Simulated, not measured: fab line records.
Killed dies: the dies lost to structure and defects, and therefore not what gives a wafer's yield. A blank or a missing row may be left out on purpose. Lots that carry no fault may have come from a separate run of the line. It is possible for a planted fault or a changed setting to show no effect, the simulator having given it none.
Split-lot experiment :: flow n5_finfet :: 7 lots, 39 wafers read, on a route of 1938 steps

## ABOUT THE SPLIT
At N5_MOL_CONTACT_COAG_ALD_133 (deposits SiO2, target thk 5 nm, pulse time 1 s, co reactant pulse time 1 s), the setting ald_cycles was moved away from the recipe's 35 on 15 of the 39 wafers read, by -48.6% to +51.4%. For the rest of the wafers, this setting stayed at what the recipe calls for.

The reading comes from the split's own step.

## THE READING
SiO2_of_MOL_CONTACT_COAG_ALD_133.thk_nm (the simulator's own value, which no gauge read), in nm, at N5_MOL_CONTACT_COAG_ALD_133 (deposits SiO2, target thk 5 nm, pulse time 1 s, co reactant pulse time 1 s). No usual value for it is given in the file.

wafer: L074.1
tool, chamber at the split: ald_sin-03, 0,3,2,1,3,0
ald_cycles as run: 35
against the recipe: recipe
SiO2_of_MOL_CONTACT_COAG_ALD_133.thk_nm, nm: 5
against lot-mates on the recipe: -

wafer: L074.2
tool, chamber at the split: ald_sin-03, 0,3,2,1,3,0
ald_cycles as run: 35
against the recipe: recipe
SiO2_of_MOL_CONTACT_COAG_ALD_133.thk_nm, nm: 5
against lot-mates on the recipe: -

wafer: L074.3
tool, chamber at the split: ald_sin-03, 0,3,2,1,3,0
ald_cycles as run: 35
against the recipe: recipe
SiO2_of_MOL_CONTACT_COAG_ALD_133.thk_nm, nm: 5
against lot-mates on the recipe: -

wafer: L074.4
tool, chamber at the split: ald_sin-03, 0,3,2,1,3,0
ald_cycles as run: 35
against the recipe: recipe
SiO2_of_MOL_CONTACT_COAG_ALD_133.thk_nm, nm: 5
against lot-mates on the recipe: -

wafer: L074.5
tool, chamber at the split: ald_sin-03, 0,3,2,1,3,0
ald_cycles as run: 35
against the recipe: recipe
SiO2_of_MOL_CONTACT_COAG_ALD_133.thk_nm, nm: 5
against lot-mates on the recipe: -

wafer: L074.6
tool, chamber at the split: ald_sin-03, 0,3,2,1,3,0
ald_cycles as run: 35
against the recipe: recipe
SiO2_of_MOL_CONTACT_COAG_ALD_133.thk_nm, nm: 5
against lot-mates on the recipe: -

wafer: L080.1
tool, chamber at the split: ald_sin-03, 3,2,2
ald_cycles as run: 26
against the recipe: -25.7%
SiO2_of_MOL_CONTACT_COAG_ALD_133.thk_nm, nm: 3.8
against lot-mates on the recipe: -1.2

wafer: L080.2
tool, chamber at the split: ald_sin-03, 3,2,2
ald_cycles as run: 26
against the recipe: -25.7%
SiO2_of_MOL_CONTACT_COAG_ALD_133.thk_nm, nm: 3.8
against lot-mates on the recipe: -1.2

wafer: L080.5
tool, chamber at the split: ald_sin-03, 3,2,2
ald_cycles as run: 26
against the recipe: -25.7%
SiO2_of_MOL_CONTACT_COAG_ALD_133.thk_nm, nm: 3.8
against lot-mates on the recipe: -1.2

wafer: L080.3
tool, chamber at the split: ald_sin-03, 1,0,3
ald_cycles as run: 35
against the recipe: recipe
SiO2_of_MOL_CONTACT_COAG_ALD_133.thk_nm, nm: 5
against lot-mates on the recipe: -

wafer: L080.4
tool, chamber at the split: ald_sin-03, 1,0,3
ald_cycles as run: 35
against the recipe: recipe
SiO2_of_MOL_CONTACT_COAG_ALD_133.thk_nm, nm: 5
against lot-mates on the recipe: -

wafer: L080.6
tool, chamber at the split: ald_sin-03, 1,0,3
ald_cycles as run: 35
against the recipe: recipe
SiO2_of_MOL_CONTACT_COAG_ALD_133.thk_nm, nm: 5
against lot-mates on the recipe: -

wafer: L085.1
tool, chamber at the split: ald_sin-02, 0,3,2
ald_cycles as run: 35
against the recipe: recipe
SiO2_of_MOL_CONTACT_COAG_ALD_133.thk_nm, nm: 5
against lot-mates on the recipe: -

wafer: L085.2
tool, chamber at the split: ald_sin-02, 0,3,2
ald_cycles as run: 35
against the recipe: recipe
SiO2_of_MOL_CONTACT_COAG_ALD_133.thk_nm, nm: 5
against lot-mates on the recipe: -

wafer: L085.3
tool, chamber at the split: ald_sin-02, 0,3,2
ald_cycles as run: 35
against the recipe: recipe
SiO2_of_MOL_CONTACT_COAG_ALD_133.thk_nm, nm: 5
against lot-mates on the recipe: -

wafer: L085.4
tool, chamber at the split: ald_sin-02, 1,0,1
ald_cycles as run: 23
against the recipe: -34.3%
SiO2_of_MOL_CONTACT_COAG_ALD_133.thk_nm, nm: 3.2
against lot-mates on the recipe: -1.8

wafer: L085.5
tool, chamber at the split: ald_sin-02, 1,0,1
ald_cycles as run: 23
against the recipe: -34.3%
SiO2_of_MOL_CONTACT_COAG_ALD_133.thk_nm, nm: 3.2
against lot-mates on the recipe: -1.8

wafer: L085.6
tool, chamber at the split: ald_sin-02, 1,0,1
ald_cycles as run: 23
against the recipe: -34.3%
SiO2_of_MOL_CONTACT_COAG_ALD_133.thk_nm, nm: 3.2
against lot-mates on the recipe: -1.8

wafer: L089.1
tool, chamber at the split: ald_sin-01, 2,1,1
ald_cycles as run: 35
against the recipe: recipe
SiO2_of_MOL_CONTACT_COAG_ALD_133.thk_nm, nm: 5
against lot-mates on the recipe: -

wafer: L089.2
tool, chamber at the split: ald_sin-01, 2,1,1
ald_cycles as run: 35
against the recipe: recipe
SiO2_of_MOL_CONTACT_COAG_ALD_133.thk_nm, nm: 5
against lot-mates on the recipe: -

wafer: L089.4
tool, chamber at the split: ald_sin-01, 2,1,1
ald_cycles as run: 35
against the recipe: recipe
SiO2_of_MOL_CONTACT_COAG_ALD_133.thk_nm, nm: 5
against lot-mates on the recipe: -

wafer: L089.3
tool, chamber at the split: ald_sin-01, 3,3,2
ald_cycles as run: 53
against the recipe: +51.4%
SiO2_of_MOL_CONTACT_COAG_ALD_133.thk_nm, nm: 7.6
against lot-mates on the recipe: +2.6

wafer: L089.5
tool, chamber at the split: ald_sin-01, 3,3,2
ald_cycles as run: 53
against the recipe: +51.4%
SiO2_of_MOL_CONTACT_COAG_ALD_133.thk_nm, nm: 7.6
against lot-mates on the recipe: +2.6

wafer: L089.6
tool, chamber at the split: ald_sin-01, 3,3,2
ald_cycles as run: 53
against the recipe: +51.4%
SiO2_of_MOL_CONTACT_COAG_ALD_133.thk_nm, nm: 7.6
against lot-mates on the recipe: +2.6

wafer: L091.1
tool, chamber at the split: ald_sin-01, 1,2,0
ald_cycles as run: 35
against the recipe: recipe
SiO2_of_MOL_CONTACT_COAG_ALD_133.thk_nm, nm: 5
against lot-mates on the recipe: -

wafer: L091.2
tool, chamber at the split: ald_sin-01, 1,2,0
ald_cycles as run: 35
against the recipe: recipe
SiO2_of_MOL_CONTACT_COAG_ALD_133.thk_nm, nm: 5
against lot-mates on the recipe: -

wafer: L091.6
tool, chamber at the split: ald_sin-01, 1,2,0
ald_cycles as run: 35
against the recipe: recipe
SiO2_of_MOL_CONTACT_COAG_ALD_133.thk_nm, nm: 5
against lot-mates on the recipe: -

wafer: L091.3
tool, chamber at the split: ald_sin-01, 3,0,3
ald_cycles as run: 44
against the recipe: +25.7%
SiO2_of_MOL_CONTACT_COAG_ALD_133.thk_nm, nm: 6.4
against lot-mates on the recipe: +1.4

wafer: L091.4
tool, chamber at the split: ald_sin-01, 3,0,3
ald_cycles as run: 44
against the recipe: +25.7%
SiO2_of_MOL_CONTACT_COAG_ALD_133.thk_nm, nm: 6.4
against lot-mates on the recipe: +1.4

wafer: L091.5
tool, chamber at the split: ald_sin-01, 3,0,3
ald_cycles as run: 44
against the recipe: +25.7%
SiO2_of_MOL_CONTACT_COAG_ALD_133.thk_nm, nm: 6.4
against lot-mates on the recipe: +1.4

wafer: L093.1
tool, chamber at the split: ald_sin-02, 3,0,2
ald_cycles as run: 35
against the recipe: recipe
SiO2_of_MOL_CONTACT_COAG_ALD_133.thk_nm, nm: 5
against lot-mates on the recipe: -

wafer: L093.3
tool, chamber at the split: ald_sin-02, 3,0,2
ald_cycles as run: 35
against the recipe: recipe
SiO2_of_MOL_CONTACT_COAG_ALD_133.thk_nm, nm: 5
against lot-mates on the recipe: -

wafer: L093.4
tool, chamber at the split: ald_sin-02, 3,0,2
ald_cycles as run: 35
against the recipe: recipe
SiO2_of_MOL_CONTACT_COAG_ALD_133.thk_nm, nm: 5
against lot-mates on the recipe: -

wafer: L097.1
tool, chamber at the split: ald_sin-02, 2,3,2
ald_cycles as run: 35
against the recipe: recipe
SiO2_of_MOL_CONTACT_COAG_ALD_133.thk_nm, nm: 5
against lot-mates on the recipe: -

wafer: L097.5
tool, chamber at the split: ald_sin-02, 2,3,2
ald_cycles as run: 35
against the recipe: recipe
SiO2_of_MOL_CONTACT_COAG_ALD_133.thk_nm, nm: 5
against lot-mates on the recipe: -

wafer: L097.6
tool, chamber at the split: ald_sin-02, 2,3,2
ald_cycles as run: 35
against the recipe: recipe
SiO2_of_MOL_CONTACT_COAG_ALD_133.thk_nm, nm: 5
against lot-mates on the recipe: -

wafer: L097.2
tool, chamber at the split: ald_sin-02, 3,0,1
ald_cycles as run: 18
against the recipe: -48.6%
SiO2_of_MOL_CONTACT_COAG_ALD_133.thk_nm, nm: 2.6
against lot-mates on the recipe: -2.4

wafer: L097.3
tool, chamber at the split: ald_sin-02, 3,0,1
ald_cycles as run: 18
against the recipe: -48.6%
SiO2_of_MOL_CONTACT_COAG_ALD_133.thk_nm, nm: 2.6
against lot-mates on the recipe: -2.4

wafer: L097.4
tool, chamber at the split: ald_sin-02, 3,0,1
ald_cycles as run: 18
against the recipe: -48.6%
SiO2_of_MOL_CONTACT_COAG_ALD_133.thk_nm, nm: 2.6
against lot-mates on the recipe: -2.4
Where a row lists several chambers, the file gives one row for several wafers and doesn't say which wafer went through which chamber.

THE FIT
A straight line over all 39 wafers: SiO2_of_MOL_CONTACT_COAG_ALD_133.thk_nm changes by +0.0506 nm for each +1% of ald_cycles; r = +1.00; the points scatter about the line by 0.045 nm.
The same after taking each lot's own level away (the mean of its wafers on the recipe; 39 wafers): +0.0506 nm for each +1%; r = +1.00; scatter 0.045 nm.
That fit puts the effect of the largest move of ald_cycles on the reading at 2.6 nm.
The lots' own levels span 5.00 to 5.00 nm.
The two slopes are in agreement: the lot-to-lot level therefore moves the slope only a little.
Check: +2.62 nm against its lot-mates is what the line predicts for one of the wafers moved furthest among these (+51.4%) when that wafer is left out of the fit. It came out at +2.6 nm against them.

## THE OTHER SPLITS THESE WAFERS WENT THROUGH
Note: prior to the reading, these wafers also went through further splits. Each is held against what the fit with the lots' levels taken away leaves over:
other split on the same wafers: N5_FIN_SAQP_HM_DEP_03 time_s
wafers away from the commonest value: 15
r with SiO2_of_MOL_CONTACT_COAG_ALD_133.thk_nm (lot level and that fit taken away): -0.23

other split on the same wafers: N5_SD_EPI_N_EPI_21 time_s
wafers away from the commonest value: 6
r with SiO2_of_MOL_CONTACT_COAG_ALD_133.thk_nm (lot level and that fit taken away): +0.06

other split on the same wafers: N5_HKMG_FIN_NWFM_ALD_20 ald_cycles
wafers away from the commonest value: 12
r with SiO2_of_MOL_CONTACT_COAG_ALD_133.thk_nm (lot level and that fit taken away): -0.10

other split on the same wafers: N5_MOL_CONTACT_COAG_ETCH_91 target_depth_a
wafers away from the commonest value: 12
r with SiO2_of_MOL_CONTACT_COAG_ALD_133.thk_nm (lot level and that fit taken away): -0.32

## FILE'S OWN FIT
SiO2_of_MOL_CONTACT_COAG_ALD_133.thk_nm changes by +0.0505 nm for each +1% of ald_cycles, r = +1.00.
